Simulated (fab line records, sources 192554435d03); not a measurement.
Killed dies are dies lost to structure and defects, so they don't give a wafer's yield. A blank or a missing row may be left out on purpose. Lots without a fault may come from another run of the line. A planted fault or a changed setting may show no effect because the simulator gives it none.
fab line records | flow n5_finfet
record lots=6 wafers=18 last_day=17
route steps=1938 shown BEOL_M3@1006 BEOL_M4@1111 PASSIVATION@1936
lots that met no fault: from a run of the same line without faults
start_h: hours from the record's first day to the start of the lot's first wafer shown | wait_h: hours since the lot's step before | " the same as in the row above | L1.1+2: a row that stands for several wafers | - no value, or no start given | * or withheld: withheld | < > ~ a bound
route shown NAME@n: a module of which the file shows steps, and the number in the route of the first | usual: mean/standard deviation of fault-free wafers | same: alike in all rows | chamber/n: place in a boat | sites: the reading at each site | _std_site: their standard deviation | _edge_site: outer sites' mean less inner sites' | radius_mm: how far each site lies from the wafer's centre | mask NAME#n: copy n | behind: the tool/chamber that last shaped the wafer | hold: why the lot was held/for how many hours/how that ended | device: the transistor (n, p or np) that didn't switch | end of line: the same wafers' tests at the end of the route | a step without rows: its recipe alone | killed: dies lost to structure and defects at the first sort, not the wafer's yield | map: a wafer's dies, x killed, . not, _ none there
set.NAME: the setting as run; set.NAME@STEP: as run at that earlier step | model.NAME: the simulator's own value behind a step, which no gauge read
lots at some steps of the route; a table a step, a row a wafer
services: from which hour (start_h, from the record's first day; less than 0 if before it) a tool's chamber was out of use, for how many hours, and why
## steps
# step N5_BEOL_M3_SPUTTER_92
# recipe material=Cu target_thk_a=45 temp_c=-20 chamber_pressure_pa=0.07 power_w=withheld time_s=8.29
# usual throttle_valve_pct=30.2/1.1
# columns lot.wafer tool chamber start_h wait_h throttle_valve_pct
L181.1 pvd_sputter-01 - 174.08 0.1 30.9
L181.2 " - " " 28.8
L181.6 " - " " 30.9
L182.3 pvd_sputter-03 - 177.59 0.1 30.8
L182.4 " - " " 29.5
L182.5 " - " " 29.4
L191.3 pvd_sputter-02 - 231.66 0.1 29.3
L191.4 " - " " 29.0
L191.5 " - " " 30.8
L192.2 pvd_sputter-02 - 242.93 0.1 31.2
L192.3 " - " " 29.1
L192.5 " - " " 29.1
L197.2 pvd_sputter-03 - 272.22 0.1 31.2
L197.5 " - " " 32.2
L197.6 " - " " 31.2
L199.1 pvd_sputter-03 - 285.71 0.1 31.2
L199.2 " - " " 29.6
L199.4 " - " " 32.0
# step N5_BEOL_M3_ANNEAL_93
# recipe temp_c=400 time_s=240 ambient=vacuum
# usual heater_power_w=850/66
# columns lot.wafer tool chamber start_h wait_h heater_power_w
L181.1 pvd_sputter-01 - 174.16 0.0 734
L181.2 " - " " 902
L181.6 " - " " 754
L182.3 pvd_sputter-03 - 177.67 0.0 798
L182.4 " - " " 902
L182.5 " - " " 947
L191.3 pvd_sputter-02 - 231.74 0.0 864
L191.4 " - " " 779
L191.5 " - " " 863
L192.2 pvd_sputter-02 - 243.01 0.0 860
L192.3 " - " " 888
L192.5 " - " " 909
L197.2 pvd_sputter-03 - 272.30 0.0 783
L197.5 " - " " 782
L197.6 " - " " 802
L199.1 pvd_sputter-03 - 285.79 0.0 802
L199.2 " - " " 897
L199.4 " - " " 778
# step N5_BEOL_M3_SPUTTER_94
# recipe material=Cu target_thk_a=45 temp_c=-20 chamber_pressure_pa=0.07 power_w=withheld time_s=8.29
# step N5_BEOL_M3_ANNEAL_95
# recipe temp_c=400 time_s=240 ambient=vacuum
# step N5_BEOL_M3_SPUTTER_96
# recipe material=Cu target_thk_a=45 temp_c=-20 chamber_pressure_pa=0.07 power_w=withheld time_s=8.29
# usual throttle_valve_pct=30.2/1.1
# columns lot.wafer tool chamber start_h wait_h throttle_valve_pct
L181.1 pvd_sputter-01 - 174.52 0.1 30.8
L181.2 " - " " 28.6
L181.6 " - " " 30.9
L182.3 pvd_sputter-03 - 178.03 0.1 30.7
L182.4 " - " " 29.5
L182.5 " - " " 29.5
L191.3 pvd_sputter-02 - 232.10 0.1 28.9
L191.4 " - " " 29.0
L191.5 " - " " 30.4
L192.2 pvd_sputter-02 - 243.37 0.1 31.3
L192.3 " - " " 29.2
L192.5 " - " " 28.9
L197.2 pvd_sputter-03 - 272.66 0.1 31.1
L197.5 " - " " 32.0
L197.6 " - " " 30.9
L199.1 pvd_sputter-03 - 286.15 0.1 31.1
L199.2 " - " " 29.4
L199.4 " - " " 32.2
# step N5_BEOL_M3_ECD_50
# recipe material=Cu target_thk_a=3000
# step N5_BEOL_M3_ANNEAL_51
# recipe temp_c=225 time_s=90 ambient=N2
# step N5_BEOL_M3_CMP_52
# recipe stop_on=SiOC t_overpolish_s=6.8 down_force_psi=1 platen_rpm=50 clearing_platen_down_force_psi=1.5 clearing_platen_rpm=50 post_cmp_clean=cu_alkaline target_thk_nm=40 clearing_platen_pad_velocity_m_s=0.99484 pad_velocity_m_s=0.99484
# usual barrier_field_endpoint_s=24.3/0.62 head_pressure_psi=1.0001/0.0021 motor_current_A=6.2/0.5 overpolish_run_s=6.800/0.0091 time_to_endpoint_s=60.6/3
# columns lot.wafer tool chamber start_h wait_h barrier_field_endpoint_s head_pressure_psi motor_current_A overpolish_run_s time_to_endpoint_s
L181.1 cmp-03 1 175.01 0.3 24.8 0.9975 6.4 6.793 64.1
L181.2 " 2 " " 23.9 0.9955 5.9 6.788 63.9
L181.6 " 2 " " 24.2 0.9969 5.7 6.787 62.2
L182.4 cmp-03 3 178.56 0.2 25.3 1.0020 6.6 6.787 62.8
L182.3 " 0 " " 24.8 0.9988 6.1 6.798 63.3
L182.5 " 3 " " 25.6 1.0004 6.8 6.801 63.0
L191.3 cmp-04 0 232.65 0.2 24.3 1.0032 6.1 6.781 61.7
L191.4 " 1 " " 24.9 1.0039 5.3 6.799 60.4
L191.5 " 3 " " 24.1 1.0008 6.9 6.816 58.4
L192.3 cmp-02 2 243.98 0.2 25.4 0.9997 5.5 6.807 64.6
L192.2 " 3 " " 24.1 0.9978 5.9 6.795 56.4
L192.5 " 1 " " 24.2 1.0011 5.9 6.792 60.2
L197.2 cmp-04 1 273.27 0.3 24.2 1.0004 5.6 6.788 63.6
L197.5 " 2 " " 24.8 1.0006 7.1 6.818 60.6
L197.6 " 3 " " 25.3 0.9997 6.8 6.806 61.0
L199.4 cmp-03 3 286.65 0.1 23.9 0.9984 6.5 6.791 57.6
L199.1 " 0 " " 23.5 1.0004 6.0 6.791 54.4
L199.2 " 1 " " 24.1 0.9985 6.8 6.786 62.8
# step N5_BEOL_M3_THK_MEAS_53
# recipe thk_meas_gauge=xrf reads=Cu_of_BEOL_M3_ECD_50
# usual M3_THK=39.2/1.5
# columns lot.wafer tool chamber start_h wait_h M3_THK[nm]
L181.1 film_metro-02 - 175.30 - 38.6
L181.2 " - " " 40.3
L181.6 " - " " 41.9
L182.3 film_metro-02 - 178.81 - 39.8
L182.4 " - " " 41.3
L182.5 " - " " 39.9
L191.3 film_metro-02 - 232.91 - 38.5
L191.4 " - " " 39.3
L191.5 " - " " 40.8
L192.2 film_metro-02 - 244.23 - 38.1
L192.3 " - " " 40.1
L192.5 " - " " 42.5
L197.2 film_metro-01 - 273.45 - 39.0
L197.5 " - " " 40.6
L197.6 " - " " 39.0
L199.1 film_metro-01 - 286.94 - 36.6
L199.2 " - " " 38.6
L199.4 " - " " 39.9
# step N5_BEOL_M3_PRE_CLEAN_60
# recipe gas=NH3/H2 time_s=15 temp_c=* rf_power_w=300
# usual heater_power_w=86/17
# columns lot.wafer tool chamber start_h wait_h heater_power_w
L181.1 cvd_co-01 2 175.34 0.0 81
L181.2 " 1 " " 118
L181.6 " 1 " " 122
L182.3 cvd_co-02 2 178.86 0.0 88
L182.4 " 2 " " 90
L182.5 " 1 " " 63
L191.3 cvd_co-02 1 232.94 0.0 66
L191.4 " 0 " " 75
L191.5 " 2 " " 88
L192.2 cvd_co-02 0 244.27 0.0 75
L192.3 " 1 " " 65
L192.5 " 0 " " 76
L197.2 cvd_co-02 2 273.49 0.0 89
L197.5 " 0 " " 76
L197.6 " 2 " " 87
L199.1 cvd_co-02 1 286.98 0.0 66
L199.2 " 2 " " 87
L199.4 " 2 " " 87
# step N5_BEOL_M3_CO_CAP_55
# recipe material=Co target_thk_a=20 temp_c=200 precursor=CCTBA/H2 pressure_torr=30 time_s=102.1
# step N5_BEOL_M3_PRE_CLEAN_56
# recipe gas=NH3 time_s=15 temp_c=withheld rf_power_w=300
# step N5_BEOL_M3_DEP_57
# recipe material=SiCN target_thk_a=80 temp_c=withheld precursor=3MS/NH3 pressure_torr=3 rf_w=202 time_s=14
# usual chamber_pressure_Torr=3.001/0.0066 rf_fwd_power_W=199.8/0.84 showerhead_plenum_p_Torr=3.669/0.016 throttle_valve_pct=9.3/0.96
# columns lot.wafer tool chamber start_h wait_h chamber_pressure_Torr rf_fwd_power_W showerhead_plenum_p_Torr throttle_valve_pct
L181.1 pecvd-02 1 175.50 0.0 3.008 199.5 3.668 9.3
L181.2 " 2 " " 2.996 201.3 3.694 8.7
L181.6 " 2 " " 3.003 200.6 3.683 8.8
L182.3 pecvd-03 0 179.01 0.0 2.996 200.0 3.674 8.8
L182.4 " 2 " " 3.000 199.0 3.631 9.0
L182.5 " 1 " " 2.988 199.6 3.669 9.1
L191.3 pecvd-02 2 233.10 0.0 - - - -
L191.4 " 0 " " - - - -
L191.5 " 1 " " - - - -
L192.2 pecvd-04 0 244.43 0.0 - - - -
L192.3 " 1 " " - - - -
L192.5 " 1 " " - - - -
L197.2 pecvd-04 1 273.64 0.0 3.012 200.6 3.675 11.2
L197.5 " 0 " " 3.021 200.0 3.693 9.9
L197.6 " 2 " " 2.992 199.1 3.658 8.4
L199.1 pecvd-04 0 287.14 0.0 3.006 200.7 3.686 9.9
L199.2 " 1 " " 3.001 199.7 3.668 11.4
L199.4 " 1 " " 3.000 199.5 3.673 11.6
# step N5_BEOL_M4_RC_MEAS_101
# usual DIBL_N=36.5/1.9 DIBL_P=36.4/2.4 IOFF_N=0.16/0.037 IOFF_P=0.22/0.045 ION_N=674/13 ION_P=463/8.2 SS_N=71.7/0.67 SS_P=73.3/0.74 VT_N=250/3.8 VT_P=-249/3.7
# columns lot.wafer tool chamber start_h wait_h DIBL_N[mV/V] DIBL_P[mV/V] IOFF_N[nA/um] IOFF_P[nA/um] ION_N[uA/um] ION_P[uA/um] SS_N[mV/dec] SS_P[mV/dec] VT_N[mV] VT_P[mV]
L181.1 prober-02 0 182.85 0.0 37.5 36.7 0.15 0.21 681 463 71.5 73.6 250 -250
L181.2 " 0 " " 39.4 39.5 0.20 0.25 685 473 72.0 74.1 247 -248
L181.6 " 0 " " 40.4 39.7 0.20 0.26 689 472 72.6 74.2 247 -247
L182.3 prober-02 0 186.51 0.3 34.6 34.5 0.14 0.21 668 467 71.7 73.2 252 -248
L182.4 " 0 " " 35.0 34.0 0.14 0.20 654 455 71.3 73.4 252 -248
L182.5 " 0 " " 34.8 34.0 0.13 0.20 675 468 71.1 73.1 251 -247
L197.2 prober-02 0 285.12 0.2 38.7 40.0 0.21 0.30 677 470 72.9 74.3 247 -245
L197.5 " 0 " " 34.8 36.2 0.15 0.22 663 461 72.0 73.4 251 -247
L197.6 " 0 " " 36.1 37.0 0.18 0.24 683 468 71.7 72.9 246 -247
L199.1 prober-01 0 298.19 0.0 39.7 40.1 0.24 0.25 687 463 73.3 74.1 244 -249
L199.2 " 0 " " 35.4 36.3 0.15 0.19 671 461 71.8 73.3 251 -251
L199.4 " 0 " " 37.0 37.3 0.16 0.21 681 462 72.5 72.9 251 -249
# step N5_PASSIVATION_PROBE_49
# usual defect_limited_yield=91.6/1.4 killed_at_M0_to_M3=34/8.9 killed_at_M4_up=13/5 killed_at_contacts=12/7 killed_at_front_end=38/11 killed_at_other=3.2/2.9 killed_dies=99/16 killed_on_rim=13/4 killed_open=65/13 killed_short=32/7.6 sort_bin_5_function=5.0/0.9 sort_bin_6_memory=3.1/0.65 sort_n_pass=1081/16 sort_yield_pct=91.6/1.4
# same gross_dies=1180 killed_at_back_side=0 sort_bin_4_leakage[%]=0 sort_bin_8_speed[%]=0
# columns lot.wafer tool chamber start_h wait_h defect_limited_yield[%] killed_at_M0_to_M3 killed_at_M4_up killed_at_contacts killed_at_front_end killed_at_other killed_dies killed_on_rim killed_open killed_short sort_bin_5_function[%] sort_bin_6_memory[%] sort_n_pass sort_yield_pct[%]
L182.3 prober-01 - 279.72 0.1 92.2 35 13 8 31 5 92 9 62 30 4.4 3.2 1088 92.2
L182.4 prober-01 - 279.77 0.2 89.9 49 9 7 53 1 119 20 78 41 6.4 3.4 1061 89.9
L182.5 prober-01 - 279.82 0.2 91.3 32 15 11 43 2 103 16 74 28 5.8 2.8 1077 91.3
L181.1 prober-02 - 280.79 0.0 88.3 44 17 44 27 6 138 22 93 39 6.2 4.7 1042 88.3
L181.2 prober-02 - 280.84 0.1 91.7 28 7 24 37 2 98 12 63 35 5.0 3.1 1082 91.7
L181.6 prober-02 - 281.04 0.3 89.1 43 20 29 37 0 129 22 71 53 6.1 4.2 1051 89.1
L191.3 prober-02 - 349.84 0.1 0 1107 15 7 48 3 1180 152 64 34 96.9 2.7 0 0
L191.4 prober-02 - 349.89 0.2 0 1094 15 7 62 2 1180 152 68 40 96.1 3.6 0 0
L191.5 prober-02 - 349.94 0.2 0 1119 9 4 46 2 1180 152 69 42 95.9 3.8 0 0
L192.2 prober-02 - 355.52 0.1 0 1109 18 14 39 0 1180 152 64 37 96.5 3.1 0 0
L192.3 prober-02 - 355.57 0.1 0 1105 8 31 35 1 1180 152 83 28 96.4 3.6 0 0
L192.5 prober-02 - 355.67 0.2 0 1096 14 12 58 0 1180 152 67 43 96.5 3.1 0 0
L197.2 prober-01 - 387.66 0.1 92.3 14 11 21 39 6 91 8 56 30 4.7 2.8 1089 92.3
L197.5 prober-01 - 387.81 0.2 90.7 30 18 20 38 4 110 21 75 35 5.7 3.2 1070 90.7
L197.6 prober-01 - 387.86 0.3 90.8 30 19 18 34 7 108 21 82 25 5.0 4.0 1072 90.8
L199.1 prober-02 - 397.78 0.0 91.5 40 12 11 36 1 100 14 76 22 4.7 3.6 1080 91.5
L199.2 prober-02 - 397.83 0.1 93.0 32 11 7 32 1 83 8 56 27 3.9 3.1 1097 93.0
L199.4 prober-02 - 397.93 0.2 90.7 43 12 8 43 4 110 9 72 37 6.3 2.7 1070 90.7
# killed by level:class
L182.3 BEOL_M1:geometric_particle:open=9 STI_FIN_REVEAL:geometric_particle:open=7 MOL_CONTACT_COAG:geometric_particle:open=7 BEOL_M0_SAQP:geometric_particle:short=6 BEOL_M8:geometric_particle:open=6 FIN_SAQP:geometric_particle:open=5 FIN_SAQP:geometric_particle:short=4 BEOL_M1:geometric_particle:short=4
L182.4 BEOL_M2:geometric_particle:open=18 FIN_SAQP:geometric_particle:open=14 FIN_SAQP:geometric_particle:short=11 BEOL_M0_SAQP:geometric_particle:open=9 GATE_CUT:geometric_particle:short=8 GATE_CUT:geometric_particle:open=6 STI_FIN_REVEAL:geometric_particle:open=6 MOL_CONTACT_COAG:geometric_particle:open=6
L182.5 STI_FIN_REVEAL:geometric_particle:open=13 BEOL_M1:geometric_particle:open=12 BEOL_M5:geometric_particle:open=8 FIN_SAQP:geometric_particle:open=7 MOL_CONTACT_COAG:geometric_particle:open=7 BEOL_M0_SAQP:geometric_particle:open=7 FIN_SAQP:geometric_particle:short=4 GATE_CUT:geometric_particle:short=4
L181.1 MOL_CONTACT_COAG:geometric_particle:open=39 BEOL_M0_SAQP:geometric_particle:open=13 BEOL_M0_SAQP:geometric_particle:short=9 GATE_CUT:geometric_particle:short=6 BEOL_M1:geometric_particle:open=6 FIN_SAQP:geometric_particle:open=5 BEOL_M4:geometric_particle:short=5 MOL_CONTACT_COAG:geometric_particle:short=4
L181.2 MOL_CONTACT_COAG:geometric_particle:open=16 BEOL_M3:geometric_particle:open=9 ILD0:geometric_particle:short=8 MOL_CONTACT_COAG:geometric_particle:short=8 BEOL_M0_SAQP:geometric_particle:open=8 FIN_SAQP:geometric_particle:open=4 DUMMY_GATE:geometric_particle:open=4 BEOL_M0_SAQP:geometric_particle:short=4
L181.6 MOL_CONTACT_COAG:geometric_particle:open=22 BEOL_M0_SAQP:geometric_particle:open=12 BEOL_M0_SAQP:geometric_particle:short=11 FIN_SAQP:geometric_particle:short=10 FIN_SAQP:geometric_particle:open=10 BEOL_M3:geometric_particle:open=9 BEOL_M4:geometric_particle:short=9 MOL_CONTACT_COAG:geometric_particle:short=7
L191.3 BEOL_M3:area_dep=1082 DUMMY_GATE:geometric_particle:open=9 BEOL_M0_SAQP:geometric_particle:open=8 GATE_CUT:geometric_particle:short=7 GATE_CUT:geometric_particle:open=7 BEOL_M0_SAQP:geometric_particle:short=7 FIN_SAQP:geometric_particle:short=6 FIN_SAQP:geometric_particle:open=5
L191.4 BEOL_M3:area_dep=1070 STI_FIN_REVEAL:geometric_particle:open=14 FIN_SAQP:geometric_particle:open=12 FIN_SAQP:geometric_particle:short=9 BEOL_M0_SAQP:geometric_particle:open=9 MOL_CONTACT_COAG:geometric_particle:open=7 BEOL_M0_SAQP:geometric_particle:short=7 DUMMY_GATE:geometric_particle:open=6
L191.5 BEOL_M3:area_dep=1068 BEOL_M0_SAQP:geometric_particle:open=19 BEOL_M0_SAQP:geometric_particle:short=17 STI_FIN_REVEAL:geometric_particle:open=15 FIN_SAQP:geometric_particle:open=9 STI_FIN_REVEAL:geometric_particle:short=5 DUMMY_GATE:geometric_particle:open=4 BEOL_M0:geometric_particle:short=4
L192.2 BEOL_M3:area_dep=1079 FIN_SAQP:geometric_particle:short=12 MOL_CONTACT_COAG:geometric_particle:open=10 BEOL_M0_SAQP:geometric_particle:short=9 BEOL_M2:geometric_particle:open=8 FIN_SAQP:geometric_particle:open=7 BEOL_M3:geometric_particle:open=6 BEOL_M4:geometric_particle:open=6
L192.3 BEOL_M3:area_dep=1068 MOL_CONTACT_COAG:geometric_particle:open=20 STI_FIN_REVEAL:geometric_particle:open=16 MOL_CONTACT_COAG:geometric_particle:short=11 BEOL_M3:geometric_particle:open=10 BEOL_M0_SAQP:geometric_particle:open=9 BEOL_M0_SAQP:geometric_particle:short=5 BEOL_M1:geometric_particle:open=5
L192.5 BEOL_M3:area_dep=1069 STI_FIN_REVEAL:geometric_particle:open=17 FIN_SAQP:geometric_particle:short=15 GATE_CUT:geometric_particle:short=7 BEOL_M3:geometric_particle:open=7 MOL_CONTACT_COAG:geometric_particle:short=6 MOL_CONTACT_COAG:geometric_particle:open=6 BEOL_M0_SAQP:geometric_particle:open=6
L197.2 MOL_CONTACT_COAG:geometric_particle:open=14 STI_FIN_REVEAL:geometric_particle:open=10 MOL_CONTACT_COAG:geometric_particle:short=7 BEOL_M0_SAQP:geometric_particle:open=7 FIN_SAQP:geometric_particle:open=4 GATE_CUT:geometric_particle:short=4 FIN_SAQP:coat_microbubble_printed=4 FIN_SAQP:geometric_particle:short=3
L197.5 MOL_CONTACT_COAG:geometric_particle:open=17 STI_FIN_REVEAL:geometric_particle:open=12 BEOL_M4:geometric_particle:open=9 BEOL_M0_SAQP:geometric_particle:open=7 BEOL_M0_SAQP:geometric_particle:short=7 BEOL_M1:geometric_particle:open=7 FIN_SAQP:geometric_particle:open=6 GATE_CUT:geometric_particle:short=6
L197.6 MOL_CONTACT_COAG:geometric_particle:open=15 STI_FIN_REVEAL:geometric_particle:open=14 BEOL_M4:geometric_particle:open=12 BEOL_M1:geometric_particle:open=7 DUMMY_GATE:geometric_particle:open=6 BEOL_M0_SAQP:geometric_particle:open=6 FIN_SAQP:geometric_particle:open=5 BEOL_M0_SAQP:geometric_particle:short=5
L199.1 BEOL_M3:geometric_particle:open=14 FIN_SAQP:geometric_particle:open=12 MOL_CONTACT_COAG:geometric_particle:open=11 BEOL_M2:geometric_particle:open=10 GATE_CUT:geometric_particle:short=6 STI_FIN_REVEAL:geometric_particle:open=5 FIN_SAQP:geometric_particle:short=4 GATE_CUT:geometric_particle:open=4
L199.2 BEOL_M3:geometric_particle:open=10 FIN_SAQP:geometric_particle:open=9 DUMMY_GATE:geometric_particle:open=6 BEOL_M0_SAQP:geometric_particle:open=5 BEOL_M0_SAQP:geometric_particle:short=5 BEOL_M3:geometric_particle:short=5 STI_FIN_REVEAL:geometric_particle:open=4 MOL_CONTACT_COAG:geometric_particle:open=4
L199.4 FIN_SAQP:geometric_particle:open=18 BEOL_M0_SAQP:geometric_particle:short=13 BEOL_M0_SAQP:geometric_particle:open=11 BEOL_M3:geometric_particle:open=8 FIN_SAQP:geometric_particle:short=6 MOL_CONTACT_COAG:geometric_particle:open=6 BEOL_M1:geometric_particle:open=6 GATE_CUT:geometric_particle:short=4
# map L191.3 (x killed, . not)
_________________xxxxxxxxxxxx________________
______________xxxxxxxxxxxxxxxxxx_____________
___________xxxxxxxxxxxxxxxxxxxxxxxx__________
__________xxxxxxxxxxxxxxxxxxxxxxxxxx_________
________xxxxxxxxxxxxxxxxxxxxxxxxxxxxxx_______
_______xxxxxxxxxxxxxxxxxxxxxxxxxxxxxxxx______
______xxxxxxxxxxxxxxxxxxxxxxxxxxxxxxxxxx_____
_____xxxxxxxxxxxxxxxxxxxxxxxxxxxxxxxxxxxx____
____xxxxxxxxxxxxxxxxxxxxxxxxxxxxxxxxxxxxxx___
___xxxxxxxxxxxxxxxxxxxxxxxxxxxxxxxxxxxxxxxx__
___xxxxxxxxxxxxxxxxxxxxxxxxxxxxxxxxxxxxxxxx__
__xxxxxxxxxxxxxxxxxxxxxxxxxxxxxxxxxxxxxxxxxx_
__xxxxxxxxxxxxxxxxxxxxxxxxxxxxxxxxxxxxxxxxxx_
_xxxxxxxxxxxxxxxxxxxxxxxxxxxxxxxxxxxxxxxxxxxx
_xxxxxxxxxxxxxxxxxxxxxxxxxxxxxxxxxxxxxxxxxxxx
_xxxxxxxxxxxxxxxxxxxxxxxxxxxxxxxxxxxxxxxxxxxx
_xxxxxxxxxxxxxxxxxxxxxxxxxxxxxxxxxxxxxxxxxxxx
_xxxxxxxxxxxxxxxxxxxxxxxxxxxxxxxxxxxxxxxxxxxx
_xxxxxxxxxxxxxxxxxxxxxxxxxxxxxxxxxxxxxxxxxxxx
_xxxxxxxxxxxxxxxxxxxxxxxxxxxxxxxxxxxxxxxxxxxx
_xxxxxxxxxxxxxxxxxxxxxxxxxxxxxxxxxxxxxxxxxxxx
__xxxxxxxxxxxxxxxxxxxxxxxxxxxxxxxxxxxxxxxxxx_
__xxxxxxxxxxxxxxxxxxxxxxxxxxxxxxxxxxxxxxxxxx_
___xxxxxxxxxxxxxxxxxxxxxxxxxxxxxxxxxxxxxxxx__
___xxxxxxxxxxxxxxxxxxxxxxxxxxxxxxxxxxxxxxxx__
____xxxxxxxxxxxxxxxxxxxxxxxxxxxxxxxxxxxxxx___
_____xxxxxxxxxxxxxxxxxxxxxxxxxxxxxxxxxxxx____
______xxxxxxxxxxxxxxxxxxxxxxxxxxxxxxxxxx_____
_______xxxxxxxxxxxxxxxxxxxxxxxxxxxxxxxx______
________xxxxxxxxxxxxxxxxxxxxxxxxxxxxxx_______
__________xxxxxxxxxxxxxxxxxxxxxxxxxx_________
___________xxxxxxxxxxxxxxxxxxxxxxxx__________
______________xxxxxxxxxxxxxxxxxx_____________
_________________xxxxxxxxxxxx________________
# map L192.2 (x killed, . not)
_________________xxxxxxxxxxxx________________
______________xxxxxxxxxxxxxxxxxx_____________
___________xxxxxxxxxxxxxxxxxxxxxxxx__________
__________xxxxxxxxxxxxxxxxxxxxxxxxxx_________
________xxxxxxxxxxxxxxxxxxxxxxxxxxxxxx_______
_______xxxxxxxxxxxxxxxxxxxxxxxxxxxxxxxx______
______xxxxxxxxxxxxxxxxxxxxxxxxxxxxxxxxxx_____
_____xxxxxxxxxxxxxxxxxxxxxxxxxxxxxxxxxxxx____
____xxxxxxxxxxxxxxxxxxxxxxxxxxxxxxxxxxxxxx___
___xxxxxxxxxxxxxxxxxxxxxxxxxxxxxxxxxxxxxxxx__
___xxxxxxxxxxxxxxxxxxxxxxxxxxxxxxxxxxxxxxxx__
__xxxxxxxxxxxxxxxxxxxxxxxxxxxxxxxxxxxxxxxxxx_
__xxxxxxxxxxxxxxxxxxxxxxxxxxxxxxxxxxxxxxxxxx_
_xxxxxxxxxxxxxxxxxxxxxxxxxxxxxxxxxxxxxxxxxxxx
_xxxxxxxxxxxxxxxxxxxxxxxxxxxxxxxxxxxxxxxxxxxx
_xxxxxxxxxxxxxxxxxxxxxxxxxxxxxxxxxxxxxxxxxxxx
_xxxxxxxxxxxxxxxxxxxxxxxxxxxxxxxxxxxxxxxxxxxx
_xxxxxxxxxxxxxxxxxxxxxxxxxxxxxxxxxxxxxxxxxxxx
_xxxxxxxxxxxxxxxxxxxxxxxxxxxxxxxxxxxxxxxxxxxx
_xxxxxxxxxxxxxxxxxxxxxxxxxxxxxxxxxxxxxxxxxxxx
_xxxxxxxxxxxxxxxxxxxxxxxxxxxxxxxxxxxxxxxxxxxx
__xxxxxxxxxxxxxxxxxxxxxxxxxxxxxxxxxxxxxxxxxx_
__xxxxxxxxxxxxxxxxxxxxxxxxxxxxxxxxxxxxxxxxxx_
___xxxxxxxxxxxxxxxxxxxxxxxxxxxxxxxxxxxxxxxx__
___xxxxxxxxxxxxxxxxxxxxxxxxxxxxxxxxxxxxxxxx__
____xxxxxxxxxxxxxxxxxxxxxxxxxxxxxxxxxxxxxx___
_____xxxxxxxxxxxxxxxxxxxxxxxxxxxxxxxxxxxx____
______xxxxxxxxxxxxxxxxxxxxxxxxxxxxxxxxxx_____
_______xxxxxxxxxxxxxxxxxxxxxxxxxxxxxxxx______
________xxxxxxxxxxxxxxxxxxxxxxxxxxxxxx_______
__________xxxxxxxxxxxxxxxxxxxxxxxxxx_________
___________xxxxxxxxxxxxxxxxxxxxxxxx__________
______________xxxxxxxxxxxxxxxxxx_____________
_________________xxxxxxxxxxxx________________
## services
# columns tool chamber start_h hours kind
pecvd-04 1 166.50 5.5 scheduled_down
pecvd-03 1 169.66 5.5 scheduled_down
cmp-02 - 172.00 4.0 repair
cmp-02 - 181.64 3.3 repair
pecvd-04 2 182.65 2.1 scheduled_down
pecvd-02 1 184.99 5.5 scheduled_down
cvd_co-01 2 189.50 16.4 repair
cmp-02 - 192.03 1.1 repair
pecvd-04 - 195.43 2.1 repair
cmp-04 - 197.93 4.0 pm
cmp-04 - 201.93 - consumable_replace:conditioner
cmp-04 - 201.93 - consumable_replace:pad
pecvd-02 2 202.38 - clean
pecvd-02 2 202.38 - consumable_replace:showerhead
pecvd-02 2 202.38 29.0 scheduled_down
pecvd-02 2 202.38 29.0 vent_cycle
cmp-02 - 223.09 0.5 repair
cmp-03 - 223.68 4.7 pm
pecvd-02 0 229.53 2.1 scheduled_down
cmp-03 - 254.31 2.2 repair
cmp-02 - 254.97 7.6 repair
cmp-03 - 279.87 4.0 pm
cmp-03 - 283.87 - consumable_replace:conditioner
cmp-03 - 283.87 - consumable_replace:pad
## key
first_sign step=N5_BEOL_M3_DEP_57 reading=tool_record direction=missing
effect step=N5_PASSIVATION_PROBE_49 reading=killed_at_M0_to_M3 direction=up sigmas=99+ usual=34 struck=1105
more_kills_born_at N5_BEOL_M3_DEP_57@pecvd-02=3220 N5_BEOL_M3_DEP_57@pecvd-04=3216
met_at N5_BEOL_M3_DEP_57
struck_wafers L191.3,L191.4,L191.5,L192.2,L192.3,L192.5
later_rows_left_out L191.3,L191.4,L191.5,L192.2,L192.3,L192.5
onset_between 175.50 233.10
fault kind=skipped_step_whole tool=pecvd-02,pecvd-04 chamber=- onset_h=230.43 steps=N5_BEOL_M3_DEP_57 scope=struck_lots_only
# later_rows_left_out: the simulator's readings of these wafers behind a module that went badly wrong aren't trusted and aren't shown, but for the sort
